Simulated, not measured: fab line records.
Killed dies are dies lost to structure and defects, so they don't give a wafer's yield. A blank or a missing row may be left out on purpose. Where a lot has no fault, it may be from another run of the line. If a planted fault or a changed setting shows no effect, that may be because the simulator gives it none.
What tool caused it? -- flow nand-harc -- 24 lots, 72 wafers sampled, at 6 steps of a route of 1302

## WHAT THE GAUGES READ, wafer by wafer
NHARC_A_CHANNEL_HOLE_D1_INSPECT_12. Usual: raw-defect-count 5.2, standard deviation 2.8.
lot,measured,on,raw-defect-count,flag
L075,day 8 11:36,defect-inspect-02,3 7 10,
L074,day 8 13:07,defect-inspect-01,8 7 6,
L077,day 9 17:29,defect-inspect-01,4 5 2,
L076,day 9 17:47,defect-inspect-01,5 3 4,
L078,day 10 04:21,defect-inspect-01,5 0 8,
L079,day 10 14:49,defect-inspect-01,3 6 7,
L080,day 10 21:12,defect-inspect-02,6 7 6,
L081,day 11 17:10,defect-inspect-02,4 3 1,
L082,day 11 17:43,defect-inspect-02,3 8 7,
L083,day 12 11:05,defect-inspect-02,3 8 8,
L084,day 12 16:38,defect-inspect-02,6 8 4,
L085,day 12 22:55,defect-inspect-02,1 3 5,
L086,day 13 08:28,defect-inspect-01,5 6 6,
L087,day 14 00:58,defect-inspect-02,6 1 5,
L088,day 14 09:42,defect-inspect-01,2 6 2,
L089,day 15 01:29,defect-inspect-02,3 4 0,
L091,day 15 11:44,defect-inspect-01,5 8 14,
L090,day 15 11:53,defect-inspect-02,2 3 4,
L092,day 15 21:14,defect-inspect-01,5 3 5,
L093,day 16 06:48,defect-inspect-01,4 5 6,
L094,day 16 19:03,defect-inspect-02,2 1 6,
L095,day 17 11:55,defect-inspect-01,8 6 8,
L097,day 17 19:31,defect-inspect-01,6 10 8,
L096,day 17 19:54,defect-inspect-01,11 4 12,

NHARC_A_CHANNEL_HOLE_D1_CD_MEAS_18. Usual: cd-nm 99.4 nm, standard deviation 1.5.
lot,measured,on,cd-nm (nm),flag
L075,day 8 12:46,cd-sem-02,98.6 98.5 99.6,
L074,day 8 14:17,cd-sem-02,100.7 98.7 100.5,
L077,day 9 19:07,cd-sem-02,99.1 100.5 101.9,
L076,day 9 23:23,cd-sem-02,97.0 100.1 98.8,
L078,day 10 05:31,cd-sem-01,98.0 96.3 98.8,
L079,day 10 15:59,cd-sem-03,99.6 100.6 100.8,
L080,day 11 01:10,cd-sem-03,100.2 102.8 99.5,
L081,day 11 18:23,cd-sem-03,101.5 97.9 99.3,
L082,day 11 19:25,cd-sem-03,101.2 98.9 98.8,
L083,day 12 12:14,cd-sem-03,100.2 100.0 101.7,
L084,day 12 17:52,cd-sem-02,102.1 97.4 98.9,
L085,day 13 00:13,cd-sem-01,101.2 102.5 98.4,
L086,day 13 09:50,cd-sem-03,101.1 100.2 98.7,
L087,day 14 02:07,cd-sem-01,99.9 100.7 100.8,
L088,day 14 10:52,cd-sem-01,100.3 99.8 101.0,
L089,day 15 03:02,cd-sem-01,101.3 97.8 99.4,
L091,day 15 13:03,cd-sem-01,100.6 98.5 97.2,
L090,day 15 13:30,cd-sem-01,97.9 98.4 97.3,
L092,day 15 22:25,cd-sem-02,98.9 99.5 99.5,
L093,day 16 07:58,cd-sem-01,99.7 101.7 96.5,
L094,day 16 20:13,cd-sem-03,99.3 98.6 99.8,
L095,day 17 13:05,cd-sem-03,101.5 98.9 99.9,
L097,day 17 20:41,cd-sem-03,97.8 98.2 96.9,
L096,day 17 21:05,cd-sem-02,100.4 99.2 100.1,

NHARC_A_ONON_D2_INSPECT_32. Usual: raw-defect-count 395, standard deviation 140.
lot,measured,on,raw-defect-count,flag
L075,day 13 05:49,defect-inspect-01,216 282 148,
L074,day 13 05:31,defect-inspect-01,507 233 527,
L077,day 14 04:13,defect-inspect-02,299 358 370,
L076,day 14 04:11,defect-inspect-02,324 232 492,
L078,day 14 11:16,defect-inspect-01,208 302 294,
L079,day 15 01:04,defect-inspect-01,703 343 451,
L080,day 15 11:33,defect-inspect-01,250 660 381,
L081,day 15 23:08,defect-inspect-01,310 456 460,
L082,day 16 07:17,defect-inspect-02,411 532 438,
L083,day 16 20:09,defect-inspect-02,376 446 436,
L084,day 17 09:54,defect-inspect-02,438 225 530,
L085,day 17 09:58,defect-inspect-01,461 634 580,
L086,day 17 18:08,defect-inspect-01,734 380 464,
L087,day 18 11:01,defect-inspect-01,405 410 270,
L088,day 19 05:42,defect-inspect-01,427 641 316,
L089,day 19 17:27,defect-inspect-01,438 304 345,
L091,day 19 17:17,defect-inspect-01,364 296 182,
L090,day 19 17:17,defect-inspect-02,296 283 413,
L092,day 20 08:18,defect-inspect-01,607 514 358,
L093,day 20 22:10,defect-inspect-01,172 209 372,
L094,day 21 15:05,defect-inspect-01,485 275 518,
L095,day 21 22:06,defect-inspect-02,532 433 502,
L097,day 22 02:16,defect-inspect-02,235 381 396,
L096,day 22 02:24,defect-inspect-02,316 327 568,

## WHAT TOOL EACH LOT RAN ON (gives the tool, then ch and the chambers of the sampled wafers, and finally the start)
lot,NHARC_A_CHANNEL_HOLE_D1_ETCH_44,NHARC_A_CHANNEL_FILL_D1_STRIP_28,NHARC_A_CHANNEL_FILL_D1_ALD_25
L075,"rie-diel-11 ch 1,2,3, day 8 18:44","rie-diel-07 ch 0,1,3, day 9 23:51","ald-hk-02 ch 0,1,2, day 10 11:31"
L074,"rie-diel-11 ch 0,2, day 8 21:46","rie-diel-01 ch 0,1,3, day 9 23:51","ald-hk-01 ch 0,2,3, day 10 13:21"
L077,"rie-diel-12 ch 0,1,2, day 10 02:08","rie-diel-07 ch 0,2,3, day 11 05:20","ald-hk-03 ch 0,1, day 11 17:06"
L076,"rie-diel-03 ch 0,1,2, day 10 04:11","rie-diel-02 ch 0,3, day 11 05:22","ald-hk-01 ch 0,2,3, day 11 17:06"
L078,"rie-diel-12 ch 0,1,2, day 10 10:18","rie-diel-01 ch 1,2,3, day 11 12:02","ald-hk-01 ch 0,1,2, day 12 01:13"
L079,"rie-diel-11 ch 0,1,3, day 10 20:49","rie-diel-01 ch 0,1, day 11 22:16","ald-hk-03 ch 1,2,3, day 12 11:51"
L080,"rie-diel-11 ch 1,2,3, day 11 06:01","rie-diel-01 ch 0,2, day 12 08:53","ald-hk-01 ch 0,1, day 12 20:42"
L081,"rie-diel-12 ch 0,1,3, day 11 23:14","rie-diel-02 ch 2,3, day 13 00:38","ald-hk-02 ch 1,2,3, day 13 12:23"
L082,"rie-diel-03 ch 1,2,3, day 12 04:22","rie-diel-02 ch 0,3, day 13 05:58","ald-hk-02 ch 1,2,3, day 13 20:38"
L083,"rie-diel-11 ch 1,3, day 12 17:13","rie-diel-07 ch 0,3, day 13 19:34","ald-hk-01 ch 1,2, day 14 07:20"
L084,"rie-diel-11 ch 0,1, day 12 22:41","rie-diel-01 ch 0,3, day 14 05:08","ald-hk-01 ch 0,1, day 14 19:49"
L085,"rie-diel-11 ch 1,2, day 13 05:08","rie-diel-07 ch 2,3, day 14 05:08","ald-hk-02 ch 0,1, day 14 20:47"
L086,"rie-diel-03 ch 0,1, day 13 14:37","rie-diel-07 ch 0,1,3, day 14 16:41","ald-hk-01 ch 0,3, day 15 05:36"
L087,"rie-diel-11 ch 0,2,3, day 14 06:56","rie-diel-01 ch 0,1, day 15 11:46","ald-hk-03 ch 1,2, day 16 00:19"
L088,"rie-diel-11 ch 0,2,3, day 14 17:17","rie-diel-07 ch 1,2,3, day 15 19:40","ald-hk-03 ch 0,1,2, day 16 09:25"
L089,"rie-diel-03 ch 1,2, day 15 13:14","rie-diel-07 ch 0,1,3, day 16 15:59","ald-hk-02 ch 0,1,2, day 17 05:31"
L091,"rie-diel-11 ch 0,1, day 15 17:51","rie-diel-07 ch 2,3, day 16 20:31","ald-hk-01 ch 0,2, day 17 10:19"
L090,"rie-diel-03 ch 0,3, day 15 21:35","rie-diel-02 ch 1,3, day 17 00:52","ald-hk-02 ch 0,1,2, day 17 09:41"
L092,"rie-diel-11 ch 0,1,2, day 16 06:00","rie-diel-07 ch 1,2,3, day 17 07:40","ald-hk-01 ch 1,2, day 17 20:05"
L093,"rie-diel-11 ch 1,2, day 16 12:44","rie-diel-01 ch 0,1,2, day 17 17:05","ald-hk-03 ch 0,1, day 18 05:02"
L094,"rie-diel-11 ch 0,1,2, day 17 01:02","rie-diel-01 ch 1,2,3, day 18 02:29","ald-hk-02 ch 1,3, day 18 16:11"
L095,"rie-diel-11 ch 0,1,3, day 17 18:34","rie-diel-07 ch 1,3, day 18 21:31","ald-hk-02 ch 0,1, day 19 09:44"
L097,"rie-diel-11 ch 0,2, day 18 01:30","rie-diel-02 ch 1,3, day 19 04:02","ald-hk-01 ch 1,3, day 19 16:30"
L096,"rie-diel-12 ch 0,2, day 18 02:58","rie-diel-01 ch 1,2, day 19 04:04","ald-hk-02 ch 0,1, day 19 15:53"
- NHARC_A_CHANNEL_HOLE_D1_ETCH_44: etches the open film in CF4/O2, target depth 140 nm, overetch 14 nm, time 77 s.
- NHARC_A_CHANNEL_FILL_D1_STRIP_28: strips in O2, time 20 s.
- NHARC_A_CHANNEL_FILL_D1_ALD_25: deposits SiOx, target thk 60 nm, pulse time 10 s, ald cycles 600.

## WHAT THE TOOLS THEMSELVES READ (means of the sampled wafers that have a number; where no wafer has one, the mark that the record gives instead)
NHARC_A_CHANNEL_HOLE_D1_ETCH_44. Usual: drypump-motor-current-A 5.8 A, standard deviation 0.37; oes-product-au 0.999 a.u., standard deviation 0.0069; rf-fwd-power-W 297.9 W, standard deviation 1.1; rf-vpp-V 198.1 V, standard deviation 1.5; showerhead-plenum-p-Torr 1.34 Torr, standard deviation 0.066; throttle-valve-pct 13.396 %, standard deviation 0.0094.
lot,tool,drypump-motor-current-A (A),oes-product-au (a.u.),rf-fwd-power-W (W),rf-vpp-V (V),showerhead-plenum-p-Torr (Torr),throttle-valve-pct (%),flag
L075,rie-diel-11,5.7,1.005,298.5,198.3,1.39,13.401,
L074,rie-diel-11,6.1,0.998,297.8,198.4,1.36,13.395,
L077,rie-diel-12,6.2,1.004,298.1,197.1,1.29,13.391,
L076,rie-diel-03,5.4,0.998,297.3,196.8,1.30,13.398,
L078,rie-diel-12,6.2,1.004,297.8,197.4,1.29,13.395,
L079,rie-diel-11,5.7,1.002,298.3,198.8,1.33,13.395,
L080,rie-diel-11,5.7,1.003,298.7,198.1,1.39,13.398,
L081,rie-diel-12,6.1,1.004,298.4,195.5,1.26,13.398,
L082,rie-diel-03,5.5,0.995,297.4,198.7,1.37,13.401,
L083,rie-diel-11,5.5,0.996,298.7,198.8,1.37,13.386,
L084,rie-diel-11,5.8,1.004,297.3,197.6,1.34,13.405,
L085,rie-diel-11,5.9,0.996,298.6,199.5,1.40,13.391,
L086,rie-diel-03,5.5,0.998,297.9,199.2,1.41,13.402,
L087,rie-diel-11,5.9,0.997,298.1,197.5,1.34,13.389,
L088,rie-diel-11,5.9,0.997,298.0,197.8,1.34,13.397,
L089,rie-diel-03,5.1,1.000,298.7,198.9,1.40,13.394,
L091,rie-diel-11,5.8,0.994,297.0,198.6,1.33,13.392,
L090,rie-diel-03,6.1,0.997,297.5,197.5,1.34,13.392,
L092,rie-diel-11,5.9,0.996,297.5,197.9,1.34,13.405,
L093,rie-diel-11,5.8,1.004,297.6,198.6,1.39,13.407,
L094,rie-diel-11,5.9,1.002,298.1,198.3,1.34,13.401,
L095,rie-diel-11,5.7,0.993,297.7,197.1,1.33,13.393,
L097,rie-diel-11,6.1,0.990,298.4,197.7,1.35,13.395,
L096,rie-diel-12,6.2,1.009,298.7,196.1,1.30,13.405,

NHARC_A_CHANNEL_FILL_D1_STRIP_28. Usual: drypump-motor-current-A 5.8 A, standard deviation 0.57; oes-product-au 1.003 a.u., standard deviation 0.007; rf-vpp-V 58.0 V, standard deviation 0.92; showerhead-plenum-p-Torr 3.59 Torr, standard deviation 0.12; throttle-valve-pct 17.036 %, standard deviation 0.0086.
lot,tool,drypump-motor-current-A (A),oes-product-au (a.u.),rf-vpp-V (V),showerhead-plenum-p-Torr (Torr),throttle-valve-pct (%),flag
L075,rie-diel-07,5.8,1.005,58.4,3.60,17.033,
L074,rie-diel-01,5.8,1.003,59.4,3.58,17.037,
L077,rie-diel-07,5.5,1.004,57.2,3.69,17.038,
L076,rie-diel-02,5.8,0.995,58.3,3.71,17.040,
L078,rie-diel-01,5.9,1.002,57.3,3.58,17.032,
L079,rie-diel-01,5.8,1.010,57.9,3.53,17.035,
L080,rie-diel-01,5.8,1.016,58.6,3.52,17.035,
L081,rie-diel-02,6.1,0.999,57.6,3.66,17.043,
L082,rie-diel-02,5.8,0.999,57.8,3.70,17.043,
L083,rie-diel-07,5.1,0.999,59.1,3.74,17.031,
L084,rie-diel-01,5.5,1.012,58.2,3.61,17.035,
L085,rie-diel-07,6.1,0.987,57.7,3.64,17.037,
L086,rie-diel-07,5.8,1.003,58.5,3.60,17.035,
L087,rie-diel-01,5.9,1.003,57.6,3.52,17.043,
L088,rie-diel-07,6.1,1.003,58.0,3.54,17.034,
L089,rie-diel-07,5.8,0.997,57.4,3.59,17.031,
L091,rie-diel-07,6.1,0.999,57.7,3.63,17.038,
L090,rie-diel-02,5.6,0.999,58.0,3.51,17.035,
L092,rie-diel-07,6.1,0.995,57.1,3.54,17.044,
L093,rie-diel-01,6.0,1.006,58.3,3.53,17.038,
L094,rie-diel-01,6.0,1.010,57.5,3.58,17.043,
L095,rie-diel-07,6.4,1.002,57.7,3.55,17.044,
L097,rie-diel-02,5.7,1.005,58.1,3.60,17.044,
L096,rie-diel-01,6.1,1.003,57.3,3.53,17.041,

NHARC_A_CHANNEL_FILL_D1_ALD_25. Usual: heater-power-w 486 W, standard deviation 63; precursor-pulse-height-rel 1.002, standard deviation 0.02; susceptor-temp-C 299.98 C, standard deviation 0.18.
lot,tool,heater-power-w (W),precursor-pulse-height-rel,susceptor-temp-C (C),flag
L075,ald-hk-02,498,0.997,299.98,
L074,ald-hk-01,434,1.006,300.02,
L077,ald-hk-03,502,0.992,300.05,
L076,ald-hk-01,439,1.001,299.97,
L078,ald-hk-01,469,0.997,300.14,
L079,ald-hk-03,495,1.000,300.13,
L080,ald-hk-01,458,1.004,299.90,
L081,ald-hk-02,550,0.976,299.99,
L082,ald-hk-02,544,0.992,299.93,
L083,ald-hk-01,491,0.986,299.80,
L084,ald-hk-01,487,1.017,300.06,
L085,ald-hk-02,530,1.017,299.75,
L086,ald-hk-01,398,0.986,300.06,
L087,ald-hk-03,469,0.981,300.03,
L088,ald-hk-03,488,1.008,300.08,
L089,ald-hk-02,511,1.003,300.03,
L091,ald-hk-01,466,1.010,299.81,
L090,ald-hk-02,513,0.999,300.02,
L092,ald-hk-01,494,1.007,300.21,
L093,ald-hk-03,495,1.001,299.91,
L094,ald-hk-02,582,1.020,299.71,
L095,ald-hk-02,536,1.021,299.79,
L097,ald-hk-01,470,0.996,299.73,
L096,ald-hk-02,536,1.013,299.92,

## THE ANSWER, worked out from the rows above alone
Rule: take the mean of a lot's wafers that have a number; if it is more than 3 standard deviations from the usual mean, the lot is off. A lot without any number at a reading at which 4 lots or more have one is off too. Where the step has rows for the other lots, those lots are counted as sound. After the gauges, taken in route order, come the tools' own readings; for these a lot's mean is taken, as printed above. The first step at which some lot is off is used, and at that step the reading that is off furthest; a lot without a number counts as furthest.
No lot is off on any of the readings shown, so nothing can be concluded from this.

## WHAT WAS PUT IN BY THE SIMULATOR
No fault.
